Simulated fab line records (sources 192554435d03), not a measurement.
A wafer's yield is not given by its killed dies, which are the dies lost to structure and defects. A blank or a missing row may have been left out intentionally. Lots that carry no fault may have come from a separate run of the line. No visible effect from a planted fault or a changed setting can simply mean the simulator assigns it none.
What tool caused it? | flow n5Finfet | 24 lots with 72 wafers sampled at 5 steps, on a route of 1938 steps

== WHAT THE GAUGES SHOWED, per wafer ==
N5_BEOL_M15_INSPECT_12: inspects for defects (macro).
lot  | measured     | on               | rawDefectCount
L075 | day 11 23:11 | defectInspect-01 | 3 1 3
L074 | day 12 01:38 | defectInspect-01 | 5 3 0
L077 | day 12 04:49 | defectInspect-01 | 2 4 1
L076 | day 12 07:37 | defectInspect-02 | 3 0 5
L080 | day 12 20:41 | defectInspect-02 | 2 3 2
L079 | day 12 22:01 | defectInspect-01 | 1 0 5
L078 | day 13 00:26 | defectInspect-02 | 1 1 2
L081 | day 13 05:53 | defectInspect-01 | 4 1 0
L082 | day 13 13:20 | defectInspect-01 | 4 1 0
L083 | day 13 22:45 | defectInspect-02 | 2 0 2
L084 | day 14 07:26 | defectInspect-02 | 3 1 2
L086 | day 14 07:49 | defectInspect-02 | 1 4 1
L085 | day 14 10:31 | defectInspect-02 | 0 1 1
L087 | day 15 03:34 | defectInspect-01 | 3 1 1
L090 | day 15 11:53 | defectInspect-01 | 1 5 2
L092 | day 15 13:07 | defectInspect-02 | 2 3 4
L088 | day 15 13:09 | defectInspect-01 | 0 1 1
L089 | day 16 05:34 | defectInspect-01 | 0 2 2
L091 | day 16 12:48 | defectInspect-02 | 2 1 3
L093 | day 16 15:25 | defectInspect-02 | 3 1 1
L094 | day 17 00:40 | defectInspect-01 | 0 1 4
L095 | day 17 02:58 | defectInspect-01 | 4 3 1
L096 | day 17 12:11 | defectInspect-02 | 1 1 2
L097 | day 17 16:17 | defectInspect-02 | 1 0 1

N5_BEOL_M15_THK_MEAS_50: measures by xrf.
lot  | measured     | on           | M15_THK (nm)
L075 | day 12 07:32 | filmMetro-01 | 831 856 836
L074 | day 12 08:20 | filmMetro-02 | 848 820 814
L077 | day 12 08:37 | filmMetro-02 | 820 838 805
L076 | day 12 13:31 | filmMetro-01 | 832 791 832
L080 | day 13 06:32 | filmMetro-01 | 850 820 865
L079 | day 13 07:15 | filmMetro-02 | 826 855 857
L078 | day 13 07:01 | filmMetro-02 | 828 774 828
L081 | day 13 13:29 | filmMetro-01 | 806 852 815
L082 | day 13 20:22 | filmMetro-01 | 794 830 820
L083 | day 14 05:46 | filmMetro-01 | 858 848 860
L084 | day 14 20:41 | filmMetro-01 | 838 850 826
L086 | day 14 23:28 | filmMetro-02 | 815 815 855
L085 | day 15 00:40 | filmMetro-01 | 848 868 852
L087 | day 15 08:29 | filmMetro-01 | 824 831 827
L090 | day 15 18:11 | filmMetro-02 | 822 855 853
L092 | day 15 19:32 | filmMetro-01 | 853 813 851
L088 | day 15 19:54 | filmMetro-01 | 856 851 831
L089 | day 16 11:59 | filmMetro-02 | 857 826 826
L091 | day 16 19:16 | filmMetro-01 | 823 821 820
L093 | day 16 20:20 | filmMetro-01 | 884 847 884
L094 | day 17 05:31 | filmMetro-01 | 822 828 852
L095 | day 17 10:17 | filmMetro-02 | 846 884 832
L096 | day 17 16:43 | filmMetro-02 | 829 835 862
L097 | day 17 20:35 | filmMetro-02 | 832 856 828

== WHICH TOOL RAN EACH LOT (tool, then ch and the chambers of the sampled wafers, then the start) ==
lot  | N5_BEOL_M15_ETCH_61               | N5_BEOL_M15_TRENCH_ETCH_34        | N5_BEOL_M15_SPUTTER_43
L075 | rieDiel-06 ch 2,3, day 12 00:54   | rieDiel-06 ch 2,3, day 12 00:57   | pvdSputter-03, day 12 06:25
L074 | rieDiel-06 ch 0,2,3, day 12 03:10 | rieDiel-06 ch 0,2,3, day 12 03:13 | pvdSputter-02, day 12 06:56
L077 | rieDiel-06 ch 0,2,3, day 12 06:35 | rieDiel-06 ch 0,2,3, day 12 06:38 | pvdSputter-01, day 12 07:25
L076 | rieDiel-01 ch 0,1, day 12 09:22   | rieDiel-01 ch 0,1, day 12 09:25   | pvdSputter-03, day 12 12:24
L080 | rieDiel-06 ch 0,1,2, day 12 22:33 | rieDiel-06 ch 0,1,2, day 12 22:36 | pvdSputter-03, day 13 05:26
L079 | rieDiel-06 ch 1,2,3, day 12 23:43 | rieDiel-06 ch 1,2,3, day 12 23:47 | pvdSputter-01, day 13 05:55
L078 | rieDiel-01 ch 1,2,3, day 13 02:05 | rieDiel-01 ch 1,2,3, day 13 02:08 | pvdSputter-03, day 13 05:50
L081 | rieDiel-06 ch 0,1, day 13 07:25   | rieDiel-06 ch 0,1, day 13 07:28   | pvdSputter-02, day 13 12:22
L082 | rieDiel-01 ch 0,1, day 13 15:14   | rieDiel-01 ch 0,1, day 13 15:17   | pvdSputter-02, day 13 19:02
L083 | rieDiel-01 ch 2,3, day 14 00:24   | rieDiel-01 ch 2,3, day 14 00:28   | pvdSputter-01, day 14 04:11
L084 | rieDiel-06 ch 1,2,3, day 14 09:01 | rieDiel-06 ch 1,2,3, day 14 09:04 | pvdSputter-02, day 14 19:35
L086 | rieDiel-06 ch 0,1,3, day 14 09:31 | rieDiel-06 ch 0,1,3, day 14 09:34 | pvdSputter-01, day 14 22:19
L085 | rieDiel-05 ch 0,3, day 14 12:34   | rieDiel-05 ch 0,3, day 14 12:37   | pvdSputter-03, day 14 23:33
L087 | rieDiel-01 ch 1,3, day 15 05:22   | rieDiel-01 ch 1,3, day 15 05:25   | pvdSputter-03, day 15 06:40
L090 | rieDiel-06 ch 0,1,2, day 15 13:58 | rieDiel-06 ch 0,1,2, day 15 14:02 | pvdSputter-03, day 15 14:58
L092 | rieDiel-06 ch 0,1,2, day 15 15:05 | rieDiel-06 ch 0,1,2, day 15 15:08 | pvdSputter-02, day 15 17:42
L088 | rieDiel-01 ch 0,1,2, day 15 15:22 | rieDiel-01 ch 0,1,2, day 15 15:25 | pvdSputter-01, day 15 18:37
L089 | rieDiel-05 ch 0,1,3, day 16 07:05 | rieDiel-05 ch 0,1,3, day 16 07:08 | pvdSputter-02, day 16 10:49
L091 | rieDiel-06 ch 0,3, day 16 14:20   | rieDiel-06 ch 0,3, day 16 14:23   | pvdSputter-01, day 16 18:09
L093 | rieDiel-05 ch 1,2,3, day 16 17:04 | rieDiel-05 ch 1,2,3, day 16 17:07 | pvdSputter-01, day 16 18:56
L094 | rieDiel-06 ch 0,2,3, day 17 02:16 | rieDiel-06 ch 0,2,3, day 17 02:19 | pvdSputter-03, day 17 04:12
L095 | rieDiel-05 ch 0,1,3, day 17 05:01 | rieDiel-05 ch 0,1,3, day 17 05:04 | pvdSputter-01, day 17 09:10
L096 | rieDiel-01 ch 1,2,3, day 17 13:54 | rieDiel-01 ch 1,2,3, day 17 13:57 | pvdSputter-02, day 17 15:25
L097 | rieDiel-01 ch 1,2,3, day 17 18:01 | rieDiel-01 ch 1,2,3, day 17 18:04 | pvdSputter-03, day 17 19:28
- N5_BEOL_M15_ETCH_61: etches BARC in N2/H2, target depth 89 nm, overetch 26.7 nm, time 67.9 s.
- N5_BEOL_M15_TRENCH_ETCH_34: etches SiO2 in C4F8/O2/Ar, target depth 872.93 nm, time 199 s.
- N5_BEOL_M15_SPUTTER_43: material TaN, target thk 15 nm, time 24.19 s.

== AS READ BY THE TOOLS THEMSELVES (means over the sampled wafers that have a number; for cases with no such wafer, the mark the record gives instead) ==
N5_BEOL_M15_ETCH_61.
lot  | tool       | drypumpMotorCurrentA (A) | oesProductAu (a.u.) | rfVppV (V) | showerheadPlenumPTorr (Torr) | throttleValvePct (%)
L075 | rieDiel-06 | 6.0                      | 0.63                | 522.4      | 2.47                         | 18.3
L074 | rieDiel-06 | 5.8                      | 0.64                | 521.3      | 2.47                         | 18.2
L077 | rieDiel-06 | 5.8                      | 0.64                | 521.7      | 2.47                         | 18.3
L076 | rieDiel-01 | 6.2                      | 0.59                | 521.6      | 2.43                         | 18.1
L080 | rieDiel-06 | 5.5                      | 0.69                | 521.0      | 2.46                         | 17.9
L079 | rieDiel-06 | 5.7                      | 0.69                | 521.1      | 2.45                         | 17.9
L078 | rieDiel-01 | 5.6                      | 0.64                | 524.3      | 2.52                         | 18.0
L081 | rieDiel-06 | 5.5                      | 0.68                | 522.8      | 2.52                         | 18.0
L082 | rieDiel-01 | 6.2                      | 0.59                | 520.5      | 2.42                         | 18.2
L083 | rieDiel-01 | 5.4                      | 0.68                | 522.9      | 2.51                         | 17.9
L084 | rieDiel-06 | 5.7                      | 0.67                | 521.4      | 2.45                         | 17.9
L086 | rieDiel-06 | 5.7                      | 0.67                | 523.9      | 2.51                         | 18.0
L085 | rieDiel-05 | 6.3                      | 0.78                | 526.7      | 2.68                         | 18.0
L087 | rieDiel-01 | 5.9                      | 0.73                | 523.8      | 2.52                         | 17.8
L090 | rieDiel-06 | 5.5                      | 0.67                | 520.6      | 2.45                         | 17.9
L092 | rieDiel-06 | 5.5                      | 0.67                | 521.5      | 2.45                         | 17.9
L088 | rieDiel-01 | 5.8                      | 0.78                | 524.1      | 2.55                         | 17.7
L089 | rieDiel-05 | 6.2                      | 0.71                | 525.1      | 2.61                         | 17.9
L091 | rieDiel-06 | 6.0                      | 0.61                | 523.2      | 2.52                         | 18.4
L093 | rieDiel-05 | 6.1                      | 0.71                | 525.1      | 2.60                         | 17.6
L094 | rieDiel-06 | 5.9                      | 0.61                | 521.4      | 2.45                         | 18.3
L095 | rieDiel-05 | 6.2                      | 0.70                | 525.8      | 2.60                         | 17.9
L096 | rieDiel-01 | 5.6                      | 0.75                | 523.3      | 2.51                         | 17.8
L097 | rieDiel-01 | 5.6                      | 0.75                | 523.2      | 2.51                         | 17.8

N5_BEOL_M15_TRENCH_ETCH_34.
lot  | tool       | drypumpMotorCurrentA (A) | oesProductAu (a.u.) | rfVppV (V) | showerheadPlenumPTorr (Torr) | throttleValvePct (%)
L075 | rieDiel-06 | 6.0                      | 0.73                | 2211       | 3.33                         | 31.3
L074 | rieDiel-06 | 5.8                      | 0.73                | 2202       | 3.34                         | 31.2
L077 | rieDiel-06 | 5.9                      | 0.74                | 2200       | 3.34                         | 31.2
L076 | rieDiel-01 | 6.2                      | 0.69                | 2220       | 3.31                         | 31.2
L080 | rieDiel-06 | 5.5                      | 0.81                | 2193       | 3.32                         | 30.8
L079 | rieDiel-06 | 5.7                      | 0.81                | 2204       | 3.31                         | 30.9
L078 | rieDiel-01 | 5.6                      | 0.74                | 2225       | 3.43                         | 31.1
L081 | rieDiel-06 | 5.5                      | 0.79                | 2193       | 3.41                         | 30.9
L082 | rieDiel-01 | 6.2                      | 0.68                | 2219       | 3.31                         | 31.2
L083 | rieDiel-01 | 5.4                      | 0.80                | 2231       | 3.42                         | 31.0
L084 | rieDiel-06 | 5.7                      | 0.79                | 2204       | 3.31                         | 31.0
L086 | rieDiel-06 | 5.7                      | 0.78                | 2203       | 3.39                         | 30.9
L085 | rieDiel-05 | 6.3                      | 0.92                | 2236       | 3.58                         | 31.0
L087 | rieDiel-01 | 5.9                      | 0.85                | 2218       | 3.43                         | 31.0
L090 | rieDiel-06 | 5.5                      | 0.78                | 2193       | 3.31                         | 30.8
L092 | rieDiel-06 | 5.5                      | 0.78                | 2192       | 3.31                         | 30.8
L088 | rieDiel-01 | 5.8                      | 0.91                | 2238       | 3.46                         | 30.8
L089 | rieDiel-05 | 6.2                      | 0.84                | 2231       | 3.51                         | 30.9
L091 | rieDiel-06 | 6.0                      | 0.70                | 2208       | 3.40                         | 31.4
L093 | rieDiel-05 | 6.1                      | 0.85                | 2259       | 3.52                         | 30.7
L094 | rieDiel-06 | 5.9                      | 0.72                | 2199       | 3.32                         | 31.2
L095 | rieDiel-05 | 6.2                      | 0.83                | 2231       | 3.51                         | 30.9
L096 | rieDiel-01 | 5.6                      | 0.88                | 2224       | 3.41                         | 31.0
L097 | rieDiel-01 | 5.6                      | 0.88                | 2223       | 3.41                         | 31.0

N5_BEOL_M15_SPUTTER_43.
lot  | tool          | throttleValvePct (%)
L075 | pvdSputter-03 | 30.1
L074 | pvdSputter-02 | 30.0
L077 | pvdSputter-01 | 29.0
L076 | pvdSputter-03 | 29.7
L080 | pvdSputter-03 | 30.7
L079 | pvdSputter-01 | 29.6
L078 | pvdSputter-03 | 30.8
L081 | pvdSputter-02 | 29.7
L082 | pvdSputter-02 | 30.1
L083 | pvdSputter-01 | 29.0
L084 | pvdSputter-02 | 29.6
L086 | pvdSputter-01 | 28.9
L085 | pvdSputter-03 | 29.2
L087 | pvdSputter-03 | 30.9
L090 | pvdSputter-03 | 29.7
L092 | pvdSputter-02 | 29.6
L088 | pvdSputter-01 | 28.8
L089 | pvdSputter-02 | 30.0
L091 | pvdSputter-01 | 28.8
L093 | pvdSputter-01 | 29.6
L094 | pvdSputter-03 | 31.6
L095 | pvdSputter-01 | 28.9
L096 | pvdSputter-02 | 30.1
L097 | pvdSputter-03 | 30.1

== THE ANSWER, worked out from the rows above alone ==
Rule: what is usual is taken from the lots themselves. Put in order of their means at a reading, lots are off if they are a third of the lots or fewer, leave a main group of 4 or more, and stand apart from it by a gap of 3 or more times the standard deviation of the main group's means; of several such gaps the widest counts. The tables above print the reading to a certain number of digits; a main group whose means all agree to those digits is not used. Also off: a lot with no number at a reading for which 4 or more lots have one. Any other lot the step has rows for is counted as sound. First the gauges in route order, then the tools' own readings, where a lot's mean is used as printed above. The first step at which some lot is off is used, and at that step the reading that is off furthest; a lot without a number counts as furthest.
No lot is off at any reading shown: from this, nothing can be told.

== WHAT THE SIMULATOR PUT IN ==
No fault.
